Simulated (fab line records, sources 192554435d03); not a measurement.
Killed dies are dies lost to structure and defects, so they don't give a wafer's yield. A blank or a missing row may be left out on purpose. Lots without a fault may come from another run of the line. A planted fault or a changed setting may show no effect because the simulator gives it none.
Chamber matching | flow n5_finfet | N5_BEOL_M6_PECVD_70 on pecvd-01: 3 sister chambers
The step deposits SiO2 from TEOS/O2, target thk 20 nm, time 22.7 s. 6 wafers are shown with their chamber, then 9 later ones without.

WAFERS WITH THEIR CHAMBER
wafer  | chamber | throttle_valve_pct (%) | showerhead_plenum_p_Torr (Torr)
L083.1 | 1       | 21.6                   | 8.76
L083.2 | 2       | 22.4                   | 8.79
L083.6 | 0       | 23.7                   | 8.76
L085.1 | 0       | 23.5                   | 8.74
L085.2 | 2       | 22.6                   | 8.80
L085.3 | 1       | 21.7                   | 8.77

WAFERS WITHOUT THEIR CHAMBER
wafer  | throttle_valve_pct (%) | showerhead_plenum_p_Torr (Torr)
L088.1 | 23.5                   | 8.75
L088.4 | 21.9                   | 8.75
L088.5 | 23.8                   | 8.72
L086.3 | 21.7                   | 8.77
L086.5 | 22.1                   | 8.77
L086.6 | 22.6                   | 8.79
L091.2 | 22.1                   | 8.75
L091.3 | 22.2                   | 8.79
L091.6 | 21.6                   | 8.75

WHICH CHAMBER EACH WENT THROUGH
wafer  | from the rows above     | in truth
L088.1 | 0                       | 0
L088.4 | 1                       | 1
L088.5 | 0                       | 0
L086.3 | 1                       | 1
L086.5 | can't be placed: 1 or 2 | 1
L086.6 | 2                       | 2
L091.2 | can't be placed: 1 or 2 | 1
L091.3 | 2                       | 2
L091.6 | 1                       | 1
Placed correctly: 7 of 9. Can't be placed from these rows: 2 (the true chamber is among the candidates in 2). Placed wrongly: 0.
How it was worked out, from the rows above alone: a wafer's distance from a chamber is the root of the sum, over the readings, of the square of ((its reading less the chamber's mean) divided by the reading's scatter). The wafer belongs to the nearest chamber; if the next one is less than 2 further off, it can't be placed. A chamber's mean is the mean of its shown wafers. The scatter: the root of (the sum of the squares of (reading less its chamber's mean) over the shown wafers, divided by (wafers less chambers)).
